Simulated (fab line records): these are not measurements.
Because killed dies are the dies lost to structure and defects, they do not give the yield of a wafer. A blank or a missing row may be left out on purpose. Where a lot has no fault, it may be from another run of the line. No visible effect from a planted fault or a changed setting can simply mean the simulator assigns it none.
A single fault, viewed from 2 desks	flow n5_finfet	each desk holds nothing but its own numbers, with what lay behind them at the end

## THE METROLOGY DESK
Lot by lot, what the gauges showed, no matter which tool ran the lot: averages of those sampled wafers that carry a number. Marked OUT: a lot whose mean sits more than 4 standard deviations from the usual mean, which makes it out of limits; the brackets give that distance.
Columns: A = M6_ILD_THK at N5_BEOL_M6_THK_MEAS_01, usual 155.0 nm
lot	first seen here	A
L255	day 8 04:41	154.1
L259	day 9 00:21	155.7
L258	day 9 01:41	154.7
L270	day 12 02:20	157.4
L271	day 12 05:31	154.0
L272	day 13 02:35	153.7
L273	day 13 07:08	155.9
L275	day 13 10:44	154.1
L274	day 13 12:03	157.6
L276	day 14 03:26	153.7
L278	day 14 08:00	155.1
Finding of this desk: none of the 11 lots has anything out of limits.

## AT THE TOOL OWNER'S DESK: litho_track-04
The tool's own readings at N5_BEOL_M6_COAT_22 (resist thk 30 nm): means of the sampled wafers that have a number, for each lot that ran on this tool. Marked OUT: a lot whose mean sits more than 4 standard deviations from the usual mean, which makes it out of limits; the brackets give that distance.
Columns: A = spin_speed_rpm at N5_BEOL_M6_COAT_22, usual 1500.0 rpm
lot	first seen here	A
L259	day 9 02:55	1437.9 (-52) OUT
L258	day 9 05:14	1436.4 (-53) OUT
L272	day 13 08:10	1499.4
L275	day 13 12:26	1500.4
L274	day 13 14:14	1499.8
This desk finds L258, L259 out of limits, L259 being first, at day 9 02:55 (spin_speed_rpm at N5_BEOL_M6_COAT_22). Within limits: L272, L275, L274.

## TAKEN TOGETHER
At day 9 02:55, on L258, L259, the tool owner's desk was in a position to raise an alarm.
At the metrology desk, nothing out of limits was observed.
The metrology desk has L258, L259 on record, within its limits.
On litho_track-04, each named lot ran N5_BEOL_M6_COAT_22.

## WHAT THE SIMULATOR HAD PUT IN
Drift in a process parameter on litho_track-04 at N5_BEOL_M6_COAT_22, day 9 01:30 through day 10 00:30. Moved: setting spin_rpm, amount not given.
Struck lots among those shown: L258, L259.
Hours from the fault's start to each desk's first reading out of limits: the tool owner's desk, 1.
